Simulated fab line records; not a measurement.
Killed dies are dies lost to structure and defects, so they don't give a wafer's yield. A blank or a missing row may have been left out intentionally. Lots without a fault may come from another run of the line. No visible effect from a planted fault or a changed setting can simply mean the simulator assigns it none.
Split-lot study ; flow n5_finfet ; route with 1938 steps; 7 lots, 39 wafers read

## THE SPLIT ITSELF
At N5_HKMG_FIN_ALD_72 (deposits W, target thk 2 nm, pulse time 1 s, purge time 2 s), the setting ald_cycles was moved away from the recipe's 7 on 15 of the 39 wafers read, by -42.9% to +57.1%. This setting was run at the recipe's value on the other wafers.

Reading taken at the split's own step.

## THE READING
W_of_HKMG_FIN_ALD_72.thk_nm (the simulator's own value, which no gauge read), in nm, at N5_HKMG_FIN_ALD_72 (deposits W, target thk 2 nm, pulse time 1 s, purge time 2 s). The file gives no usual value for it. Here, 24 wafers ran the recipe; their average is 2.0 nm with a standard deviation of 0.081 nm.

wafer;tool, chamber at the split;ald_cycles as run;against the recipe;W_of_HKMG_FIN_ALD_72.thk_nm, nm;against lot-mates on the recipe
L079.1;cvd_w-01, 0;7;recipe;2;-
L079.3;cvd_w-01, 0;7;recipe;2;-
L079.4;cvd_w-01, 0;7;recipe;2;-
L079.2;cvd_w-01, 0;11;+57.1%;3.2;+1.2
L079.5;cvd_w-01, 0;11;+57.1%;3.2;+1.2
L079.6;cvd_w-01, 0;11;+57.1%;3.2;+1.2
L085.1;cvd_w-02, 0,1,0;10;+42.9%;2.8;+0.9
L085.2;cvd_w-02, 0,1,0;10;+42.9%;2.8;+0.9
L085.6;cvd_w-02, 0,1,0;10;+42.9%;2.8;+0.9
L085.3;cvd_w-02, 1,0;7;recipe;2;-
L085.4;cvd_w-02, 1,0;7;recipe;2;-
L085.5;cvd_w-02, 1;7;recipe;1.8;-
L088.1;cvd_w-01, 0;7;recipe;1.8;-
L088.2;cvd_w-01, 1,1,0;9;+28.6%;2.4;+0.5
L088.4;cvd_w-01, 1,1,0;9;+28.6%;2.4;+0.5
L088.6;cvd_w-01, 1,1,0;9;+28.6%;2.4;+0.5
L088.3;cvd_w-01, 0,1;7;recipe;2;-
L088.5;cvd_w-01, 0,1;7;recipe;2;-
L089.1;cvd_w-02, 0,1;6;-14.3%;1.6;-0.2
L089.6;cvd_w-02, 0,1;6;-14.3%;1.6;-0.2
L089.2;cvd_w-02, 1,0,0;7;recipe;1.8;-
L089.3;cvd_w-02, 1,0,0;7;recipe;1.8;-
L089.5;cvd_w-02, 1,0,0;7;recipe;1.8;-
L089.4;cvd_w-02, 1;6;-14.3%;1.4;-0.4
L094.1;cvd_w-01, 0,1,1;7;recipe;2;-
L094.3;cvd_w-01, 0,1,1;7;recipe;2;-
L094.5;cvd_w-01, 0,1,1;7;recipe;2;-
L094.2;cvd_w-01, 1;4;-42.9%;1;-1.0
L094.4;cvd_w-01, 0;4;-42.9%;1.2;-0.8
L094.6;cvd_w-01, 0;4;-42.9%;1.2;-0.8
L096.4;cvd_w-02, 0,0,1;7;recipe;2;-
L096.5;cvd_w-02, 0,0,1;7;recipe;2;-
L096.6;cvd_w-02, 0,0,1;7;recipe;2;-
L097.1;cvd_w-02, 0,1,1,0,1,0;7;recipe;2;-
L097.2;cvd_w-02, 0,1,1,0,1,0;7;recipe;2;-
L097.3;cvd_w-02, 0,1,1,0,1,0;7;recipe;2;-
L097.4;cvd_w-02, 0,1,1,0,1,0;7;recipe;2;-
L097.5;cvd_w-02, 0,1,1,0,1,0;7;recipe;2;-
L097.6;cvd_w-02, 0,1,1,0,1,0;7;recipe;2;-
The file does not say which wafer passed through which chamber wherever a row lists several chambers: such a row stands for several wafers.

THE FIT
A straight line over all 39 wafers: W_of_HKMG_FIN_ALD_72.thk_nm changes by +0.0204 nm for each +1% of ald_cycles; r = +0.98; the points scatter about the line by 0.097 nm.
The same after taking each lot's own level away (the mean of its wafers on the recipe; 39 wafers): +0.0201 nm for each +1%; r = +0.99; scatter 0.064 nm.
That fit puts the effect of the largest move of ald_cycles on the reading at 1.2 nm.
The span of the lots' own levels, 1.80 to 2.00 nm, comes to 2.5 times the standard deviation stated above.
The two slopes agree, so the slope changes little with the lot-to-lot level.
Check: with one of the wafers moved furthest among these (+57.1%) left out of the fit, the line predicts +1.14 nm for it against its lot-mates. Against them it came out at +1.2 nm.

## OTHER SPLITS APPLIED TO THESE WAFERS
Before the reading, these wafers also passed through other splits. Each is held against what the fit with the lots' levels taken away leaves over:
other split on the same wafers;wafers away from the commonest value;r with W_of_HKMG_FIN_ALD_72.thk_nm (lot level and that fit taken away)
N5_FIN_SAQP_ETCH_65 time_s;12;-0.33
N5_STI_FIN_REVEAL_ETCHBACK_08 time_s;12;-0.05

## FILE'S OWN FIT
W_of_HKMG_FIN_ALD_72.thk_nm changes by +0.0201 nm for each +1% of ald_cycles, r = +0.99.
